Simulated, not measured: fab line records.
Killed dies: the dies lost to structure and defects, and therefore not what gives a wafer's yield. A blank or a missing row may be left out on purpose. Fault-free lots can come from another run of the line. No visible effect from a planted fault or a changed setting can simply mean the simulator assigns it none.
Which of the tools did it?	flow n5 finfet	30 wafers sampled from 10 lots at 1 step of a route of 1938

WHAT THE GAUGES SHOWED, per wafer
N5_BEOL_M15_OVL_MEAS_29.
lot	measured	on	M15_OVL (nm)
L322	day 11 11:36	overlay-02	7 6 14
L323	day 12 05:10	overlay-01	-4 -9 2
L328	day 13 15:19	overlay-02	8 12 7
L329	day 14 03:38	overlay-01	2 -15 -12
L330	day 14 05:17	overlay-01	3 -5 0
L335	day 15 03:58	overlay-02	-1 -1 0
L337	day 15 11:16	overlay-02	5 -4 -8
L340	day 16 12:38	overlay-01	-2 2 3
L343	day 17 00:04	overlay-02	-3 -1 -7
L341	day 17 01:51	overlay-02	-4 -5 -6

WHAT TOOL EACH LOT RAN ON (gives the tool, then ch and the chambers of the sampled wafers, and finally the start)
Record: no process step prior to these readings.

AS READ BY THE TOOLS THEMSELVES (means over the sampled wafers that have a number; for cases with no such wafer, the mark the record gives instead)
The record holds no such reading with a usual standard deviation.

THE ANSWER, worked out from the rows above alone
Rule: the lots themselves supply what counts as usual. The widest of any qualifying gaps counts: lots, ordered by their means at a reading, are off when they make up no more than a third of the lots, leave a main group of 4 or more, and stand apart from it by 3 or more times the standard deviation of that group's means. Not used: any main group whose means are identical at the precision the tables above print for the reading. A lot without any number at a reading at which 4 lots or more have one is off too. Any other lot the step has rows for is counted as sound. The gauges are gone through in route order, then the tools' own readings, and for those a lot's mean is taken as printed above. The first step at which some lot is off is used, and at that step the reading that is off furthest; a lot without a number counts as furthest.
No lot is off on any of the readings shown, so nothing can be concluded from this.

WHAT THE SIMULATOR HAD INSERTED
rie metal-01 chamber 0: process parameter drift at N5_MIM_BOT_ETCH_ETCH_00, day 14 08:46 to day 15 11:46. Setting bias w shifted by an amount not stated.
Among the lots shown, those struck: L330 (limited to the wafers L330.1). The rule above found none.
